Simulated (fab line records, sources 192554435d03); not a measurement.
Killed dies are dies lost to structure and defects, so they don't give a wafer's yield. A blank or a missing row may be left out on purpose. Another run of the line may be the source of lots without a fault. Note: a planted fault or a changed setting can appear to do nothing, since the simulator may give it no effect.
Comparing a struck lot with a sound one    flow n5Finfet    17 steps out of a route of 1938
Sound: the wafers L208.1, L208.2, L208.4. Struck: wafer L220.1. (L220.3, L220.4 of the same lot were not struck and are left out.) The cause comes at the end.
At each step with rows: each side's tool, then ch and its chambers, then its first start. Under that, the readings that differ: sound wafers    struck wafers    difference of the means    sigmas: that difference in standard deviations of wafers without a fault.
alike: readings with means less than 2 such deviations apart, plus words and numbers identical on both sides. not compared: withheld readings, readings lacking a value on some wafer, bounds such as >300 that could conceal the same value, and numbers that have no deviation in the record and whose values overlap.
Wherever a step has rows on one side only, a row that says differs or no value, or a row with sigmas, the two part there. Non-overlapping numbers with no deviation appear without sigmas and do not part them. A reading that every wafer of one side lacks parts them only if that side has two wafers or more.

N5_SD_ACTIVATION_RS_MEAS_03: uses a four-point probe to measure.
  sound on filmMetro-02 at day 4 14:59; struck on filmMetro-02 at day 7 20:59
  alike: RS_SD_N, RS_SD_P
N5_SD_ACTIVATION_INSPECT_02: inspects for defects (darkfield).
  sound on defectInspect-01 at day 4 15:18; struck on defectInspect-02 at day 7 21:18
  alike: rawDefectCount
N5_ILD0_LINER_00: material SiNx, target thk 4 nm, pulse time 1 s, purge time 2 s.
  sound on aldSin-03 ch 2,3, day 4 15:41; struck on aldSin-02 ch 3, day 7 21:20
  alike: heaterPowerW, precursorPulseHeightRel
then, 2 steps without rows for these wafers: N5_ILD0_FCVD_FILL_01 (material SiO2 flowable, target thk 200 nm, time 328.3 s); N5_ILD0_CURE_02 (time 1800 s).
N5_ILD0_CMP_03: polishes, stops on SiNx, t overpolish 1.9 s, target thk 197.38 nm.
  sound on cmp-03 ch 0,1,3, day 4 18:25; struck on cmp-01 ch 1, day 7 23:42
reading              sound           struck  difference  sigmas
motorCurrentA (A)    13.3 13.9 13.0  10.9    -2.5        -2
timeToEndpointS (s)  64 65 68        76      +10         +2
  alike: overpolishRunS
N5_ILD0_THK_MEAS_04:
  sound on filmMetro-02 at day 4 18:42; struck on filmMetro-02 at day 8 00:00
  alike: thkNm
N5_ILD0_CMP_07: polishes SiO2 flowable, stops on poly-Si, t overpolish 1.18 s, target thk 138.88 nm.
  sound on cmp-03 ch 0,1,2, day 4 18:44; struck on cmp-04 ch 0, day 8 00:02
  alike: motorCurrentA
N5_ILD0_THK_MEAS_08:
  sound on filmMetro-02 at day 4 19:02; struck on filmMetro-01 at day 8 00:19
  alike: thkNm
then, 1 step without rows for these wafers: N5_ILD0_PRECLEAN_10 (cleans in NF3:NH3, afs cycles 5, time 20 s, sublimation time 60 s).
N5_ILD0_ALD_15: deposits SiNx, target thk 24 nm, pulse time 1 s, ald cycles 480.
  sound on aldSin-04 ch 0,2,3, day 4 19:45; struck on aldSin-02 ch 2, day 8 01:02
  alike: heaterPowerW, precursorPulseHeightRel
N5_ILD0_CMP_12: polishes SiNx, stops on poly-Si, t overpolish 6 s, target thk 17.67 nm.
  sound on cmp-03 ch 1,2,3, day 4 21:59; struck on cmp-03 ch 1, day 8 03:14
  alike: motorCurrentA, overpolishRunS, timeToEndpointS
N5_ILD0_THK_MEAS_13:
  sound on filmMetro-02 at day 4 22:14; struck on filmMetro-01 at day 8 03:32
  alike: thkNm
N5_ILD0_INSPECT_06: inspects for defects (darkfield).
  sound on defectInspect-02 at day 4 22:16; struck on defectInspect-01 at day 8 03:34
reading         sound     struck  difference  sigmas
rawDefectCount  38 30 21  878     +848        +50
N5_SDB_HM_DEP_00: deposits SiNx from SiH4/NH3/N2, target thk 40 nm, time 35.3 s.
  sound on pecvd-04 ch 0,2, day 4 22:19; struck on pecvd-01 ch 0, day 8 03:36
  alike: heaterPowerW, showerheadPlenumPTorr, throttleValvePct
-- the record jumps here: 4 days lie between the struck wafers' starts before and after (it left off in module SDB and takes up again in module BEOL_M4, whose first step shown is number 1111 of the route) --
N5_BEOL_M4_RC_MEAS_101:
  sound on prober-01 ch 0, day 9 03:48; struck on prober-02 ch 0, day 12 05:13
reading        sound           struck  difference  sigmas
DIBL_N (mV/V)  33.3 35.8 37.9  38.8    +3.1        +2
DIBL_P (mV/V)  32.2 34.8 37.2  39.3    +4.6        +2
SS_N (mV/dec)  69.8 71.8 71.6  72.3    +1.2        +2
  alike: IOFF_N, IOFF_P, ION_N, ION_P, SS_P, VT_N, VT_P
-- the record jumps here: 5 days lie between the struck wafers' starts before and after (it left off in module BEOL_M4 and takes up again in module PASSIVATION, whose first step shown is number 1936 of the route) --
N5_PASSIVATION_PROBE_49:
  sound on prober-01 at day 12 20:35; struck on prober-02 at day 16 19:05
reading                  sound           struck  difference  sigmas
defectLimitedYield (%)   88.2 88.7 89.7  47.1    -41.8       -26
killed_at_M0_to_M3       52 67 57        22      -37         -3
killedAtFrontEnd         36 33 42        582     +545        +54
killedDies               139 133 121     624     +493        +26
killedOnRim              16 21 18        75      +57         +14
killedOpen               95 86 71        52      -32         -2
killedShort              43 47 50        16      -31         -4
sort_bin_5_function (%)  6.4 6.6 6.1     34.1    +27.7       +28
sort_bin_6_memory (%)    5.3 4.2 3.9     14.4    +9.9        +13
sortNPass                1041 1047 1059  556     -493        -26
sortYieldPct (%)         88.2 88.7 89.7  47.1    -41.8       -26
  alike: killed_at_M4_up, killedAtContacts, killedAtOther

## WHERE THEY PART
Last at N5_PASSIVATION_PROBE_49 as far as this record goes, first at N5_ILD0_CMP_03.

WHY: what had been put in by the simulator
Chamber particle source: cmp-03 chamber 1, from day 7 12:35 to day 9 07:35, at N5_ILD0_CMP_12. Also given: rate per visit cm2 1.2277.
